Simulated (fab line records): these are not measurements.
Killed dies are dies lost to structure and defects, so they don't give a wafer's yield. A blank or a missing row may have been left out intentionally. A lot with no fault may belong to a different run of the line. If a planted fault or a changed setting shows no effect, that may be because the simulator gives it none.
Chamber matching || flow n5_finfet || 4 sister chambers for N5_BEOL_M11_STRIP_19 on rie_diel-03
The step strips in O2. 4 wafers are shown with their chamber, then 10 later ones without.

## WAFERS WITH THEIR CHAMBER
{"wafer": "L084.6", "chamber": 2, "showerhead_plenum_p_Torr (Torr)": 1.98}
{"wafer": "L087.6", "chamber": 1, "showerhead_plenum_p_Torr (Torr)": 2.19}
{"wafer": "L091.1", "chamber": 3, "showerhead_plenum_p_Torr (Torr)": 2.14}
{"wafer": "L091.3", "chamber": 0, "showerhead_plenum_p_Torr (Torr)": 2.21}

## WAFERS MISSING THEIR CHAMBER
{"wafer": "L091.4", "showerhead_plenum_p_Torr (Torr)": 1.98}
{"wafer": "L092.2", "showerhead_plenum_p_Torr (Torr)": 2.21}
{"wafer": "L092.5", "showerhead_plenum_p_Torr (Torr)": 2.21}
{"wafer": "L092.6", "showerhead_plenum_p_Torr (Torr)": 2.14}
{"wafer": "L094.4", "showerhead_plenum_p_Torr (Torr)": 2.21}
{"wafer": "L094.5", "showerhead_plenum_p_Torr (Torr)": 1.97}
{"wafer": "L094.6", "showerhead_plenum_p_Torr (Torr)": 2.14}
{"wafer": "L095.2", "showerhead_plenum_p_Torr (Torr)": 1.97}
{"wafer": "L095.4", "showerhead_plenum_p_Torr (Torr)": 2.21}
{"wafer": "L095.5", "showerhead_plenum_p_Torr (Torr)": 1.97}

## WHICH CHAMBER EACH WENT THROUGH
{"wafer": "L091.4", "from the rows above": 2, "in truth": 2}
{"wafer": "L092.2", "from the rows above": 0, "in truth": 0}
{"wafer": "L092.5", "from the rows above": 0, "in truth": 0}
{"wafer": "L092.6", "from the rows above": 3, "in truth": 3}
{"wafer": "L094.4", "from the rows above": 0, "in truth": 0}
{"wafer": "L094.5", "from the rows above": 2, "in truth": 2}
{"wafer": "L094.6", "from the rows above": 3, "in truth": 3}
{"wafer": "L095.2", "from the rows above": 2, "in truth": 2}
{"wafer": "L095.4", "from the rows above": 0, "in truth": 0}
{"wafer": "L095.5", "from the rows above": 2, "in truth": 2}
Correct placement for 10 of the 10. Left unplaced by these rows: 0. Number placed wrongly: 0.
How it was worked out, from the rows above alone: a wafer's distance from a chamber is the root of the sum, over the readings, of the square of ((its reading less the chamber's mean) divided by the reading's scatter). The wafer belongs to the nearest chamber; if the next one is less than 2 further off, it can't be placed. Each chamber's mean is taken over the wafers shown for it. The scatter: with one shown wafer a chamber, the root of the mean of the squares of how far each hidden wafer lies from its nearest shown one.
